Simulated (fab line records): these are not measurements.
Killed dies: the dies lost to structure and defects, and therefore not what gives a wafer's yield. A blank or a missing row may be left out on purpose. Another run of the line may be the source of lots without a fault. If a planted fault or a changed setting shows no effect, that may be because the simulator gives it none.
Chamber matching ; flow n5_finfet ; 4 sister chambers for N5_HKMG_FIN_STRIP_93 on rie_diel-01
The step strips SOC in N2/H2, time 20 s. 4 wafers are shown with their chamber, then 11 later ones without.

## EACH WAFER AND ITS CHAMBER
wafer;chamber;drypump_motor_current_A (A)
L082.2;2;4.9
L087.2;1;6.1
L087.3;3;5.6
L091.1;0;5.4

## WAFERS MISSING THEIR CHAMBER
wafer;drypump_motor_current_A (A)
L091.3;6.1
L091.6;4.9
L092.1;6.2
L092.4;5.6
L092.5;5.6
L093.1;5.4
L093.4;6.1
L093.6;5.6
L096.3;5.6
L096.4;4.9
L096.6;6.1

## CHAMBER TAKEN BY EACH
wafer;from the rows above;in truth
L091.3;1;1
L091.6;2;2
L092.1;1;1
L092.4;3;3
L092.5;3;3
L093.1;0;0
L093.4;1;1
L093.6;3;3
L096.3;3;3
L096.4;2;2
L096.6;1;1
Correctly placed: 11 of 11. From these rows, 0 cannot be placed. 0 placed wrongly.
How it was worked out, from the rows above alone: a wafer's distance from a chamber is the root of the sum, over the readings, of the square of ((its reading less the chamber's mean) divided by the reading's scatter). The wafer belongs to the nearest chamber; if the next one is less than 2 further off, it can't be placed. A chamber's mean is the mean of its shown wafers. The scatter: with one shown wafer a chamber, the root of the mean of the squares of how far each hidden wafer lies from its nearest shown one.
